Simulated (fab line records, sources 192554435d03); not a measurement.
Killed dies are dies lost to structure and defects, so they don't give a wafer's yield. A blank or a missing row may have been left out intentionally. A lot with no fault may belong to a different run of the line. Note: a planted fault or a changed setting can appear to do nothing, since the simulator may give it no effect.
One fault seen from 2 desks | flow n5 finfet | each desk has only its own numbers; what lay behind them comes last

THE METROLOGY DESK
What the gauges read, lot by lot, whatever tool the lot ran on: means of the sampled wafers that have a number. A lot is out of limits, marked OUT, if its mean lies more than 4 standard deviations from the usual mean; the brackets give that distance. 7 of its 10 readings are shown, namely those furthest out on some lot.
Columns: A = DIBL_N at N5_BEOL_M4_RC_MEAS_101, usual 36.3 mV/V; B = IOFF_N at N5_BEOL_M4_RC_MEAS_101, usual 0.16 nA/um; C = IOFF_P at N5_BEOL_M4_RC_MEAS_101, usual 0.22 nA/um; D = ION_N at N5_BEOL_M4_RC_MEAS_101, usual 672 uA/um; E = ION_P at N5_BEOL_M4_RC_MEAS_101, usual 462 uA/um; F = SS_N at N5_BEOL_M4_RC_MEAS_101, usual 71.7 mV/dec; G = VT_P at N5_BEOL_M4_RC_MEAS_101, usual -249 mV
lot  | first seen here | A    | B    | C    | D   | E   | F    | G
L101 | day 8 12:30     | 34.8 | 0.14 | 0.20 | 672 | 464 | 71.5 | -248
L102 | day 8 23:58     | 37.3 | 0.18 | 0.25 | 672 | 463 | 72.1 | -250
L105 | day 9 17:12     | 35.8 | 0.17 | 0.23 | 669 | 462 | 71.3 | -249
L108 | day 10 06:27    | 38.9 | 0.19 | 0.24 | 678 | 463 | 72.2 | -248
L117 | day 14 01:11    | 36.4 | 0.18 | 0.27 | 681 | 473 | 71.3 | -245
L118 | day 14 04:23    | 36.5 | 0.19 | 0.24 | 692 | 471 | 71.8 | -246
L120 | day 14 04:40    | 38.8 | 0.21 | 0.21 | 680 | 454 | 73.0 | -251
L121 | day 14 21:55    | 35.0 | 0.13 | 0.17 | 659 | 452 | 71.3 | -253
L119 | day 15 06:28    | 33.6 | 0.14 | 0.19 | 677 | 468 | 70.9 | -251
This desk's finding: nothing out of limits on any of the 9 lots.

TOOL OWNER'S DESK, pecvd-02
The tool's own readings at N5_PASSIVATION_PECVD_35 (deposits SiNx from SiH4/NH3/N2, target thk 700 nm, time 151.3 s): means of the sampled wafers that have a number, for each lot that ran on this tool. A lot is out of limits, marked OUT, if its mean lies more than 4 standard deviations from the usual mean; the brackets give that distance.
Columns: A = heater power w at N5_PASSIVATION_PECVD_35, usual 391 W; B = run length s at N5_PASSIVATION_PECVD_35, usual 195.2 s; C = showerhead plenum p Torr at N5_PASSIVATION_PECVD_35, usual 8.70 Torr; D = throttle valve pct at N5_PASSIVATION_PECVD_35, usual 29.4 %
lot  | first seen here | A   | B               | C    | D
L105 | day 13 11:12    | 459 | 195.2           | 8.64 | 27.5
L108 | day 14 09:19    | 436 | 210.6 (+31) OUT | 8.67 | 28.3
L117 | day 18 09:22    | 466 | 195.7           | 8.71 | 29.4
L120 | day 19 01:42    | 428 | 195.3           | 8.67 | 28.7
L121 | day 20 01:58    | 436 | 194.9           | 8.66 | 28.6
This desk's verdict: out of limits on L108, starting with L108 at day 14 09:19 (run length s at N5_PASSIVATION_PECVD_35). L105, L117, L120, L121 stayed within limits.

ALL TOGETHER
On L108, at day 14 09:19, an alarm was possible from the tool owner's desk.
Metrology desk: nothing out of limits seen.
The metrology desk holds a record of L108, inside its limits.
The lots listed all ran N5_PASSIVATION_PECVD_35 on pecvd-02.

WHAT THE SIMULATOR HAD PUT IN
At N5_PASSIVATION_PECVD_35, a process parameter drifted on pecvd-02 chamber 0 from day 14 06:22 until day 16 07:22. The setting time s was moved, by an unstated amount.
Lots struck among those shown: L108.
How many hours passed from the start of the fault until each desk's first out-of-limits reading: the tool owner's desk, 3.
